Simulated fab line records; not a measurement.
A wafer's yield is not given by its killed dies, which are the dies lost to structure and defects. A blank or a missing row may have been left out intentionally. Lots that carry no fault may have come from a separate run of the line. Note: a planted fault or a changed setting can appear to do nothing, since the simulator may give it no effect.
Matching of chambers || flow nand-harc || NHARC_A_SLIT_ETCH_24 on rie-diel-08 has 4 sister chambers
The step etches the open film in CF4/CHF3, target depth 121 nm, time 60.5 s. 8 wafers are shown with their chamber, then 11 later ones without.

== WAFERS, EACH WITH ITS CHAMBER ==
{"wafer": "L086.5", "chamber": 0, "drypump-motor-current-A (A)": 5.47, "showerhead-plenum-p-Torr (Torr)": 1.55}
{"wafer": "L086.6", "chamber": 1, "drypump-motor-current-A (A)": 5.91, "showerhead-plenum-p-Torr (Torr)": 1.63}
{"wafer": "L085.3", "chamber": 2, "drypump-motor-current-A (A)": 5.99, "showerhead-plenum-p-Torr (Torr)": 1.49}
{"wafer": "L085.4", "chamber": 0, "drypump-motor-current-A (A)": 5.48, "showerhead-plenum-p-Torr (Torr)": 1.55}
{"wafer": "L087.1", "chamber": 3, "drypump-motor-current-A (A)": 5.28, "showerhead-plenum-p-Torr (Torr)": 1.47}
{"wafer": "L087.2", "chamber": 2, "drypump-motor-current-A (A)": 6.00, "showerhead-plenum-p-Torr (Torr)": 1.49}
{"wafer": "L087.4", "chamber": 1, "drypump-motor-current-A (A)": 5.91, "showerhead-plenum-p-Torr (Torr)": 1.62}
{"wafer": "L092.1", "chamber": 3, "drypump-motor-current-A (A)": 5.26, "showerhead-plenum-p-Torr (Torr)": 1.47}

== WAFERS WITH NO CHAMBER GIVEN ==
{"wafer": "L092.2", "drypump-motor-current-A (A)": 6.00, "showerhead-plenum-p-Torr (Torr)": 1.49}
{"wafer": "L092.5", "drypump-motor-current-A (A)": 5.91, "showerhead-plenum-p-Torr (Torr)": 1.62}
{"wafer": "L093.1", "drypump-motor-current-A (A)": 5.46, "showerhead-plenum-p-Torr (Torr)": 1.54}
{"wafer": "L093.2", "drypump-motor-current-A (A)": 6.00, "showerhead-plenum-p-Torr (Torr)": 1.49}
{"wafer": "L093.5", "drypump-motor-current-A (A)": 6.00, "showerhead-plenum-p-Torr (Torr)": 1.49}
{"wafer": "L094.1", "drypump-motor-current-A (A)": 5.31, "showerhead-plenum-p-Torr (Torr)": 1.47}
{"wafer": "L094.3", "drypump-motor-current-A (A)": 5.47, "showerhead-plenum-p-Torr (Torr)": 1.54}
{"wafer": "L094.5", "drypump-motor-current-A (A)": 5.90, "showerhead-plenum-p-Torr (Torr)": 1.62}
{"wafer": "L096.1", "drypump-motor-current-A (A)": 6.00, "showerhead-plenum-p-Torr (Torr)": 1.49}
{"wafer": "L096.3", "drypump-motor-current-A (A)": 5.27, "showerhead-plenum-p-Torr (Torr)": 1.47}
{"wafer": "L096.4", "drypump-motor-current-A (A)": 5.48, "showerhead-plenum-p-Torr (Torr)": 1.54}

== WHICH CHAMBER EACH WENT THROUGH ==
{"wafer": "L092.2", "from the rows above": 2, "in truth": 2}
{"wafer": "L092.5", "from the rows above": 1, "in truth": 1}
{"wafer": "L093.1", "from the rows above": 0, "in truth": 0}
{"wafer": "L093.2", "from the rows above": 2, "in truth": 2}
{"wafer": "L093.5", "from the rows above": 2, "in truth": 2}
{"wafer": "L094.1", "from the rows above": 3, "in truth": 3}
{"wafer": "L094.3", "from the rows above": 0, "in truth": 0}
{"wafer": "L094.5", "from the rows above": 1, "in truth": 1}
{"wafer": "L096.1", "from the rows above": 2, "in truth": 2}
{"wafer": "L096.3", "from the rows above": 3, "in truth": 3}
{"wafer": "L096.4", "from the rows above": 0, "in truth": 0}
Correct placement for 11 of the 11. Not placeable from these rows: 0. Placed wrongly: 0.
How it was worked out, from the rows above alone: a wafer's distance from a chamber is the root of the sum, over the readings, of the square of ((its reading less the chamber's mean) divided by the reading's scatter). The wafer belongs to the nearest chamber; if the next one is less than 2 further off, it can't be placed. A chamber's mean is the mean of its shown wafers. The scatter: the root of (the sum of the squares of (reading less its chamber's mean) over the shown wafers, divided by (wafers less chambers)).
